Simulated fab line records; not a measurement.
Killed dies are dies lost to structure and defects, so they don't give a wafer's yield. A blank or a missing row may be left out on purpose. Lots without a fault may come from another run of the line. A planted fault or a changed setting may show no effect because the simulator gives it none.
fab line records	flow n5Finfet	part 1 of 2: steps 1 to 16 of 27
[record] lots = 5	wafers = 15	lastDay = 16
route steps=1938 shown BEOL_M1@762
lots that met no fault: taken from a fault-free run of the same line
startH: start of the lot's first displayed wafer, in hours after the record's first day	waitH: hours from the lot's prior step to this one	" the same as in the row above	L1.1+2: several wafers, shown together as one row	- no value, or no start given	* or withheld: withheld	< > ~ a bound
route shown NAME@n: a module of which the file shows steps, and the number in the route of the first	usual: mean/standard deviation of fault-free wafers	same: alike in all rows	chamber/n: place in a boat	sites: each site's reading	_std_site: how widely they spread, as a standard deviation	_edge_site: inner sites' mean taken away from outer sites' mean	radiusMm: how far each site lies from the wafer's centre	mask NAME#n: copy n	behind: the last tool/chamber to shape the wafer	hold: why the lot went on hold/how many hours it stayed there/how the hold came to an end	device: whichever transistor did not switch (one of n, p or np)	end of line: tests run on the same wafers once the route is complete	a step without rows: its recipe alone	killed: not the wafer's yield, but the dies lost to structure and defects at the first sort	map: the dies of a wafer, with x for killed, . for not killed, _ for no die there
set.NAME: setting as actually run; set.NAME@STEP: the setting as run at that earlier step	model.NAME: the simulator's own value behind a step, which no gauge read
lots at some steps of the route; a table a step, a row a wafer
services: the hour from which a tool's chamber was out of use, counted from the record's first day as startH (under 0 if before that day), plus the number of hours and why
[[steps]]
[step N5_BEOL_M1_PEB_09]
[recipe] pebTempC = 100	pebTimeS = 60	resist = CAR-EUV
[usual] exhaustPa = 45.1/1
lot.wafer	tool	chamber	startH	waitH	exhaustPa
L076.2	lithoTrack-02	0	136.79	0.0	44.8
L076.5	"	0	"	"	46.5
L076.6	"	0	"	"	45.3
L078.3	lithoTrack-05	0	149.44	0.0	46.7
L078.4	"	0	"	"	45.6
L078.6	"	0	"	"	45.8
L080.3	lithoTrack-02	0	158.70	0.0	44.4
L080.4	"	0	"	"	45.4
L080.5	"	0	"	"	44.8
L087.2	lithoTrack-02	0	203.76	0.0	46.1
L087.4	"	0	"	"	45.8
L087.5	"	0	"	"	46.0
L092.1	lithoTrack-02	0	229.66	0.1	45.2
L092.5	"	0	"	"	43.5
L092.6	"	0	"	"	43.6
[step N5_BEOL_M1_DEVELOP_10]
[recipe] developTimeS = 30	developer = TMAH	resist = CAR-EUV	rinseLiquid = surfactantRinse	dry = airSpin	devTempC = 23
[usual] exhaustPa = 44.7/0.93
lot.wafer	tool	chamber	startH	waitH	exhaustPa
L076.2	lithoTrack-02	0	-	-	44.8
L076.5	"	0	"	"	44.2
L076.6	"	0	"	"	46.1
L078.3	lithoTrack-05	0	-	-	45.7
L078.4	"	0	"	"	45.9
L078.6	"	0	"	"	46.2
L080.3	lithoTrack-02	0	-	-	47.6
L080.4	"	0	"	"	45.7
L080.5	"	0	"	"	45.6
L087.2	lithoTrack-02	0	-	-	45.2
L087.4	"	0	"	"	45.1
L087.5	"	0	"	"	44.6
L092.1	lithoTrack-02	0	-	-	44.5
L092.5	"	0	"	"	44.4
L092.6	"	0	"	"	45.2
[step N5_BEOL_M1_CD_MEAS_11]
[recipe] targetCdNm = 17.05	landingEnergyEv = 500	detector = seInlens	polarity = opening
[usual] cdNm = 16.97/0.25
lot.wafer	tool	chamber	startH	waitH	cdNm
L076.2	cdSem-03	0	136.85	-	16.94
L076.5	"	0	"	"	17.04
L076.6	"	0	"	"	17.01
L078.3	cdSem-02	0	149.51	-	17.08
L078.4	"	0	"	"	17.29
L078.6	"	0	"	"	17.06
L080.3	cdSem-01	0	158.77	-	16.89
L080.4	"	0	"	"	16.91
L080.5	"	0	"	"	16.64
L087.2	cdSem-02	0	203.82	-	17.05
L087.4	"	0	"	"	17.05
L087.5	"	0	"	"	16.71
L092.1	cdSem-02	0	229.72	-	17.54
L092.5	"	0	"	"	16.60
L092.6	"	0	"	"	16.64
[step N5_BEOL_M1_OVL_MEAS_12]
[recipe] pointsPerWafer = 522
[usual] M1_OVL = 0.6/0.73
lot.wafer	tool	chamber	startH	waitH	M1_OVL[nm]
L076.2	overlay-02	0	136.89	0.0	0.6
L076.5	"	0	"	"	0.6
L076.6	"	0	"	"	0.6
L078.3	overlay-01	0	149.55	0.0	0.7
L078.4	"	0	"	"	1.5
L078.6	"	0	"	"	0.8
L080.3	overlay-01	0	158.81	0.0	-0.4
L080.4	"	0	"	"	0.2
L080.5	"	0	"	"	-0.6
L087.2	overlay-02	0	203.86	0.0	0.0
L087.4	"	0	"	"	0.6
L087.5	"	0	"	"	0.6
L092.1	overlay-02	0	229.75	0.0	1.1
L092.5	"	0	"	"	1.5
L092.6	"	0	"	"	1.3
[step N5_BEOL_M1_INSPECT_13]
[recipe] mode = adi	inspectInstrument = brightfield
[usual] rawDefectCount = 399/100
lot.wafer	tool	chamber	startH	waitH	rawDefectCount
L076.2	defectInspect-01	-	136.94	0.0	305
L076.5	"	-	"	"	521
L076.6	"	-	"	"	301
L078.3	defectInspect-02	-	149.60	0.0	496
L078.4	"	-	"	"	335
L078.6	"	-	"	"	465
L080.3	defectInspect-01	-	158.86	0.0	262
L080.4	"	-	"	"	242
L080.5	"	-	"	"	255
L087.2	defectInspect-02	-	203.91	0.0	460
L087.4	"	-	"	"	449
L087.5	"	-	"	"	426
L092.1	defectInspect-01	-	229.81	0.1	252
L092.5	"	-	"	"	306
L092.6	"	-	"	"	336
[step N5_BEOL_M1_DESCUM_16]
[recipe] chemistry = O2	timeS = 7	sourcePowerW = 50	biasPowerW = 20	pressureMtorr = 20	rfFrequencyHz = 2.712e+07	tempC = 40	resist = CAR-EUV	o2FlowSccm = 225
[usual] drypumpMotorCurrentA = 5.8/0.52	oesProductAu = 0.79/0.073	rfFwdPowerW = 49.36/0.24	rfVppV = 243.4/1.3	showerheadPlenumPTorr = 2.10/0.068	throttleValvePct = 20.46/0.24
lot.wafer	tool	chamber	startH	waitH	drypumpMotorCurrentA	oesProductAu	rfFwdPowerW	rfHoursCounterH	rfVppV	showerheadPlenumPTorr	throttleValvePct
L076.2	rieDiel-05	0	136.98	0.0	5.7	0.80	49.39	89	245.2	2.20	20.15
L076.5	"	3	"	"	6.3	0.81	48.94	-	244.6	2.11	20.77
L076.6	"	0	"	"	5.7	0.81	49.53	-	244.6	2.20	20.12
L078.3	rieDiel-04	3	149.63	0.0	5.3	0.68	48.86	234	245.7	2.13	20.28
L078.4	"	2	"	"	6.4	0.74	49.59	127	241.8	2.00	20.70
L078.6	"	2	"	"	6.4	0.75	49.38	-	241.7	2.00	20.68
L080.3	rieDiel-01	1	158.89	0.0	5.5	0.88	49.03	67	243.5	2.13	20.02
L080.4	"	2	"	"	5.3	0.94	49.51	10	244.1	2.05	20.39
L080.5	"	2	"	"	5.3	0.94	49.38	-	241.5	2.05	20.39
L087.2	rieDiel-04	0	204.04	0.1	6.5	0.69	49.41	238	242.9	2.14	20.51
L087.4	"	0	"	"	6.5	0.69	49.48	-	244.1	2.14	20.53
L087.5	"	1	"	"	5.6	0.78	49.33	-	244.1	2.12	20.51
L092.1	rieDiel-05	2	229.85	0.0	5.2	0.74	49.44	186	244.1	2.07	20.25
L092.5	"	3	"	"	6.3	0.80	49.01	-	243.5	2.10	20.80
L092.6	"	2	"	"	5.2	0.74	49.41	-	242.4	2.07	20.26
[step N5_BEOL_M1_ETCH_74]
[recipe] chemistry = N2/H2	target = underlayer	targetDepthA = 65	maskMaterial = CAR-EUV	timeS = 5.2	ionEnergyEv = 200	pressureMtorr = 30	sourceW = 840	biasW = 150	n2FlowSccm = 200	h2FlowSccm = 200	ends = cleared
[usual] biasW = 150.1/0.41	drypumpMotorCurrentA = 5.8/0.53	etchRfOnTimeS = 5.20/0.13	oesProductAu = 0.67/0.064	rfFwdPowerW = 819.4/2.5	rfVppV = 524.1/2.6	showerheadPlenumPTorr = 2.56/0.084	throttleValvePct = 17.94/0.23
lot.wafer	tool	chamber	startH	waitH	biasW	drypumpMotorCurrentA	etchRfOnTimeS	oesProductAu	rfFwdPowerW	rfHoursCounterH	rfVppV	showerheadPlenumPTorr	throttleValvePct
L076.2	rieDiel-05	0	137.01	0.0	150.5	5.7	5.17	0.68	821.0	89	525.6	2.68	17.58
L076.5	"	3	"	"	150.3	6.3	5.26	0.69	823.2	-	526.1	2.55	18.13
L076.6	"	0	"	"	150.2	5.7	5.13	0.70	821.4	-	526.3	2.68	17.56
L078.3	rieDiel-04	3	149.67	0.0	149.9	5.4	5.27	0.59	818.7	234	526.8	2.61	17.86
L078.4	"	2	"	"	151.1	6.5	5.18	0.64	822.1	127	520.4	2.45	18.15
L078.6	"	2	"	"	150.6	6.5	5.19	0.64	823.5	-	522.8	2.45	18.15
L080.3	rieDiel-01	1	158.93	0.0	150.0	5.5	5.00	0.75	819.4	67	525.7	2.59	17.48
L080.4	"	2	"	"	150.2	5.3	5.16	0.81	815.4	10	522.4	2.49	17.69
L080.5	"	2	"	"	149.9	5.4	5.16	0.82	819.1	-	524.0	2.49	17.70
L087.2	rieDiel-04	0	204.08	0.0	150.3	6.5	5.21	0.58	823.0	238	525.1	2.63	18.17
L087.4	"	0	"	"	150.8	6.5	5.21	0.60	819.8	-	525.6	2.63	18.12
L087.5	"	1	"	"	150.1	5.6	5.20	0.66	822.1	-	522.4	2.57	18.06
L092.1	rieDiel-05	2	229.88	0.0	149.9	5.2	5.23	0.60	816.9	186	524.2	2.53	17.83
L092.5	"	3	"	"	150.7	6.3	5.17	0.68	821.2	-	524.8	2.54	18.21
L092.6	"	2	"	"	150.1	5.2	5.21	0.62	815.5	-	523.2	2.53	17.81
[step N5_BEOL_M1_ETCH_63]
[recipe] chemistry = CF4	target = SiARC	targetDepthA = 156	maskMaterial = CAR-EUV	timeS = 26	ionEnergyEv = 80	pressureMtorr = 40	sourceW = 545	biasW = 36	Ar_flow_sccm = 100	cf4FlowSccm = 100	ends = cleared
[usual] biasW = 35.99/0.1	drypumpMotorCurrentA = 5.8/0.52	etchRfOnTimeS = 25.9/0.6	mfcArSccm = 100.0/0.31	oesProductAu = 0.67/0.064	rfFwdPowerW = 531.6/1.6	rfVppV = 184.1/1.2	showerheadPlenumPTorr = 2.15/0.063	throttleValvePct = 15.63/0.25
lot.wafer	tool	chamber	startH	waitH	biasW	drypumpMotorCurrentA	etchRfOnTimeS	mfcArSccm	oesProductAu	rfFwdPowerW	rfHoursCounterH	rfVppV	showerheadPlenumPTorr	throttleValvePct
L076.2	rieDiel-05	0	137.03	0.0	36.03	5.7	25.8	99.9	0.69	530.4	89	185.0	2.26	15.38
L076.5	"	3	"	"	36.00	6.3	25.7	100.3	0.70	534.0	-	184.0	2.18	15.95
L076.6	"	0	"	"	36.08	5.7	25.9	100.1	0.68	532.3	-	185.1	2.26	15.37
L078.3	rieDiel-04	3	149.68	0.0	36.08	5.4	26.2	99.9	0.60	533.3	234	183.2	2.20	15.61
L078.4	"	2	"	"	35.86	6.5	25.6	100.2	0.65	532.5	127	183.2	2.08	15.93
L078.6	"	2	"	"	35.88	6.4	25.8	99.8	0.65	533.5	-	183.0	2.08	15.95
L080.3	rieDiel-01	1	158.94	0.0	35.96	5.5	24.9	100.0	0.75	527.9	67	184.0	2.17	15.14
L080.4	"	2	"	"	35.92	5.4	26.0	99.8	0.81	530.8	10	184.8	2.10	15.41
L080.5	"	2	"	"	36.10	5.3	25.8	100.1	0.82	532.0	-	184.5	2.10	15.40
L087.2	rieDiel-04	0	204.09	0.0	35.98	6.5	26.4	100.5	0.59	531.4	238	184.4	2.19	15.85
L087.4	"	0	"	"	35.88	6.5	26.1	100.2	0.59	532.0	-	185.3	2.19	15.83
L087.5	"	1	"	"	36.02	5.6	25.7	99.5	0.66	529.0	-	183.0	2.15	15.55
L092.1	rieDiel-05	2	229.90	0.0	36.06	5.2	25.7	99.8	0.62	532.7	186	183.9	2.14	15.51
L092.5	"	3	"	"	35.98	6.3	25.5	99.3	0.68	531.7	-	184.9	2.17	16.01
L092.6	"	2	"	"	36.19	5.2	25.9	100.5	0.63	533.1	-	184.6	2.14	15.53
[step N5_BEOL_M1_ETCH_64]
[recipe] chemistry = N2/H2	target = SOC	targetDepthA = 750	overetchA = 150	maskMaterial = SiARC	tempC = 40	timeS = 112.5	ionEnergyEv = 200	pressureMtorr = 30	sourceW = 840	biasW = 150	n2FlowSccm = 200	h2FlowSccm = 200
[usual] biasW = 150.0/0.42	drypumpMotorCurrentA = 5.8/0.52	oesProductAu = 0.62/0.055	rfFwdPowerW = 836.2/2.6	rfVppV = 524.0/2.3	showerheadPlenumPTorr = 2.56/0.084	throttleValvePct = 17.90/0.24
lot.wafer	tool	chamber	startH	waitH	biasW	drypumpMotorCurrentA	oesProductAu	rfFwdPowerW	rfHoursCounterH	rfVppV	showerheadPlenumPTorr	throttleValvePct
L076.2	rieDiel-05	0	137.06	0.0	150.0	5.7	0.63	837.0	89	527.2	2.68	17.54
L076.5	"	3	"	"	150.1	6.3	0.65	834.5	-	524.1	2.55	18.13
L076.6	"	0	"	"	150.2	5.7	0.64	835.9	-	527.0	2.68	17.56
L078.3	rieDiel-04	3	149.71	0.0	150.3	5.4	0.56	839.5	234	526.0	2.61	17.81
L078.4	"	2	"	"	149.5	6.5	0.60	837.7	127	521.7	2.45	18.12
L078.6	"	2	"	"	149.8	6.4	0.60	836.0	-	520.8	2.45	18.12
L080.3	rieDiel-01	1	158.97	0.0	150.3	5.5	0.68	833.0	67	524.6	2.59	17.43
L080.4	"	2	"	"	149.7	5.4	0.75	836.9	10	522.9	2.49	17.68
L080.5	"	2	"	"	150.3	5.3	0.74	832.7	-	523.2	2.49	17.67
L087.2	rieDiel-04	0	204.12	0.0	150.2	6.5	0.55	837.1	238	525.7	2.63	18.11
L087.4	"	0	"	"	150.1	6.5	0.54	838.8	-	526.6	2.63	18.12
L087.5	"	1	"	"	150.5	5.6	0.61	837.6	-	523.2	2.57	17.99
L092.1	rieDiel-05	2	229.93	0.0	150.3	5.2	0.57	836.6	186	523.3	2.53	17.78
L092.5	"	3	"	"	151.0	6.3	0.63	836.0	-	523.9	2.54	18.16
L092.6	"	2	"	"	150.5	5.2	0.58	837.7	-	525.1	2.53	17.78
[step N5_BEOL_M1_STRIP_65]
[recipe] chemistry = N2/H2	tempC = 40	n2FlowSccm = 200	h2FlowSccm = 200	rfFrequencyHz = 6e+07
lot.wafer	tool	chamber	startH	waitH
L076.2+5+6	rieDiel-05	0,3,0	137.17	0.1
L078.3+4+6	rieDiel-04	3,2,2	149.82	0.1
L080.3+4+5	rieDiel-01	1,2,2	159.08	0.1
L087.2+4+5	rieDiel-04	0,0,1	204.23	0.1
L092.1+5+6	rieDiel-05	2,3,2	230.03	0.1
[step N5_BEOL_M1_STRIP_75]
[recipe] chemistry = N2/H2	tempC = 40	n2FlowSccm = 200	h2FlowSccm = 200	rfFrequencyHz = 6e+07
lot.wafer	tool	chamber	startH	waitH
L076.2+5+6	rieDiel-05	0,3,0	137.18	0.0
L078.3+4+6	rieDiel-04	3,2,2	149.83	0.0
L080.3+4+5	rieDiel-01	1,2,2	159.09	0.0
L087.2+4+5	rieDiel-04	0,0,1	204.24	0.0
L092.1+5+6	rieDiel-05	2,3,2	230.04	0.0
[step N5_BEOL_M1_STRIP_66]
[recipe] chemistry = CF4	resist = SiARC	powerW = 300	biasPowerW = 75	pressureMtorr = 50	cf4FlowSccm = 150	rfFrequencyHz = 6e+07
[usual] drypumpMotorCurrentA = 5.8/0.52	oesProductAu = 0.78/0.069	rfFwdPowerW = 292.6/0.89	rfVppV = 271.3/1.4	showerheadPlenumPTorr = 1.80/0.058	throttleValvePct = 13.58/0.24
lot.wafer	tool	chamber	startH	waitH	drypumpMotorCurrentA	oesProductAu	rfFwdPowerW	rfHoursCounterH	rfVppV	showerheadPlenumPTorr	throttleValvePct
L076.2	rieDiel-05	0	137.19	0.0	5.7	0.79	290.8	89	273.2	1.90	13.39
L076.5	"	3	"	"	6.3	0.81	294.0	-	270.8	1.83	13.91
L076.6	"	0	"	"	5.7	0.79	291.6	-	273.1	1.90	13.38
L078.3	rieDiel-04	3	149.84	0.0	5.4	0.70	293.0	234	273.7	1.85	13.62
L078.4	"	2	"	"	6.5	0.74	293.0	127	271.0	1.73	13.82
L078.6	"	2	"	"	6.5	0.74	293.2	-	269.6	1.73	13.82
L080.3	rieDiel-01	1	159.10	0.0	5.5	0.85	292.6	67	271.3	1.82	13.11
L080.4	"	2	"	"	5.3	0.93	293.6	10	270.8	1.74	13.28
L080.5	"	2	"	"	5.3	0.93	292.7	-	269.5	1.74	13.28
L087.2	rieDiel-04	0	204.25	0.0	6.5	0.68	292.0	238	272.1	1.84	13.83
L087.4	"	0	"	"	6.5	0.68	292.6	-	271.3	1.84	13.84
L087.5	"	1	"	"	5.6	0.76	292.8	-	270.7	1.79	13.49
L092.1	rieDiel-05	2	230.05	0.0	5.2	0.72	292.4	186	271.8	1.79	13.51
L092.5	"	3	"	"	6.3	0.79	293.8	-	273.1	1.82	13.94
L092.6	"	2	"	"	5.2	0.72	294.3	-	273.3	1.79	13.52
[step N5_BEOL_M1_HM_OPEN_17]
[recipe] chemistry = Cl2/BCl3	targetDepthA = 200	overetchA = 60	target = TiN	maskMaterial = SOC	ionEnergyEv = 150	pressureMtorr = 10	icpW = 1000	biasW = 126	Cl2_flow_sccm = 53.25	bcl3FlowSccm = 21.75	Ar_flow_sccm = 25
[usual] biasW = 126.0/0.36	drypumpMotorCurrentA = 5.61/0.26	mfcArSccm = 25.00/0.083	oesProductAu = 0.61/0.059	rfFwdPowerW = 991.8/2.8	throttleValvePct = 22.20/0.18
lot.wafer	tool	chamber	startH	waitH	biasW	drypumpMotorCurrentA	mfcArSccm	oesProductAu	rfFwdPowerW	rfHoursCounterH	throttleValvePct
L076.2	rieMetal-01	1	137.24	0.0	126.1	5.63	24.88	0.53	990.1	120	22.62
L076.5	"	0	"	"	125.7	6.01	25.01	0.61	998.3	-	22.19
L076.6	"	1	"	"	126.1	5.65	24.87	0.52	990.7	-	22.64
L078.3	rieMetal-03	0	149.91	0.1	125.9	5.74	25.02	0.65	987.2	-	22.11
L078.4	"	1	"	"	126.2	5.12	25.11	0.67	991.9	-	22.16
L078.6	"	0	"	"	125.4	5.74	24.96	0.64	990.6	-	22.13
L080.3	rieMetal-01	0	159.17	0.1	126.1	6.01	25.09	0.61	995.6	-	22.20
L080.4	"	1	"	"	126.4	5.68	24.85	0.52	991.6	-	22.65
L080.5	"	0	"	"	125.9	5.99	24.99	0.60	993.3	-	22.20
L087.2	rieMetal-03	0	204.29	0.0	125.5	5.75	24.89	0.64	986.0	57	22.12
L087.4	"	1	"	"	126.1	5.13	24.93	0.65	997.4	-	22.16
L087.5	"	0	"	"	125.6	5.76	24.94	0.64	989.4	-	22.13
L092.1	rieMetal-01	0	230.09	0.0	125.8	6.04	24.92	0.59	989.1	76	22.22
L092.5	"	0	"	"	125.9	6.03	24.90	0.59	988.4	-	22.23
L092.6	"	0	"	"	126.2	6.00	24.94	0.59	991.0	-	22.23
[step N5_BEOL_M1_STRIP_19]
[recipe] chemistry = O2	powerW = 400	tempC = 40	pressureMtorr = 30	rfFrequencyHz = 6e+07	biasPowerW = 0	overashFraction = 0.2	o2FlowSccm = 225
[usual] drypumpMotorCurrentA = 5.8/0.53	oesProductAu = 0.80/0.08	rfVppV = 3.6/0.53	showerheadPlenumPTorr = 2.11/0.067	throttleValvePct = 16.66/0.23
lot.wafer	tool	chamber	startH	waitH	drypumpMotorCurrentA	oesProductAu	rfHoursCounterH	rfVppV	showerheadPlenumPTorr	throttleValvePct
L076.2	rieDiel-04	0	137.35	0.1	6.5	0.71	217	3.1	2.15	16.79
L076.5	"	1	"	"	5.6	0.80	-	3.6	2.13	16.67
L076.6	"	0	"	"	6.5	0.71	-	3.4	2.15	16.80
L078.3	rieDiel-01	2	149.99	0.1	5.3	0.96	6	3.7	2.06	16.55
L078.4	"	2	"	"	5.3	0.97	-	4.1	2.06	16.54
L078.6	"	1	"	"	5.5	0.89	-	4.0	2.14	16.27
L080.3	rieDiel-05	1	159.25	0.1	5.8	0.75	146	3.6	2.01	16.91
L080.4	"	2	"	"	5.2	0.76	166	3.0	2.09	16.48
L080.5	"	0	"	"	5.7	0.80	-	3.8	2.20	16.38
L087.2	rieDiel-04	2	204.52	0.2	6.4	0.74	143	4.0	2.00	16.93
L087.4	"	2	"	"	6.5	0.74	-	2.5	2.00	16.92
L087.5	"	0	"	"	6.5	0.70	-	3.5	2.14	16.82
L092.1	rieDiel-04	1	230.30	0.2	5.6	0.76	131	3.7	2.12	16.72
L092.5	"	2	"	"	6.4	0.73	-	3.8	1.99	16.94
L092.6	"	0	"	"	6.5	0.69	-	4.5	2.14	16.83
[step N5_BEOL_M1_CD_MEAS_18]
[recipe] pitchNm = 36	targetCdNm = 18
[usual] cdNm = 17.8/0.35
lot.wafer	tool	chamber	startH	waitH	cdNm
L076.2	cdSem-01	-	137.42	0.1	17.9
L076.5	"	-	"	"	17.3
L076.6	"	-	"	"	17.6
L078.3	cdSem-01	-	150.06	0.1	17.7
L078.4	"	-	"	"	18.1
L078.6	"	-	"	"	18.3
L080.3	cdSem-01	-	159.32	0.1	18.4
L080.4	"	-	"	"	17.9
L080.5	"	-	"	"	17.4
L087.2	cdSem-02	-	204.59	0.1	17.4
L087.4	"	-	"	"	18.1
L087.5	"	-	"	"	17.5
L092.1	cdSem-01	-	230.36	0.0	17.6
L092.5	"	-	"	"	17.2
L092.6	"	-	"	"	17.5
[step N5_BEOL_M1_COAT_67]
[recipe] resist = SOC	tempC = 250	timeS = 60	spinRpm = 1500	resistThkNm = 60
[usual] exhaustPa = 45.0/0.91
lot.wafer	tool	chamber	startH	waitH	exhaustPa
L076.2	lithoTrack-02	0	137.45	0.0	46.0
L076.5	"	0	"	"	45.6
L076.6	"	0	"	"	46.7
L078.3	lithoTrack-03	0	150.10	0.0	44.9
L078.4	"	0	"	"	43.8
L078.6	"	0	"	"	43.4
L080.3	lithoTrack-02	0	159.36	0.0	44.2
L080.4	"	0	"	"	44.1
L080.5	"	0	"	"	44.0
L087.2	lithoTrack-02	0	204.62	0.0	46.4
L087.4	"	0	"	"	45.6
L087.5	"	0	"	"	44.5
L092.1	lithoTrack-02	0	230.40	0.0	43.9
L092.5	"	0	"	"	43.6
L092.6	"	0	"	"	44.0
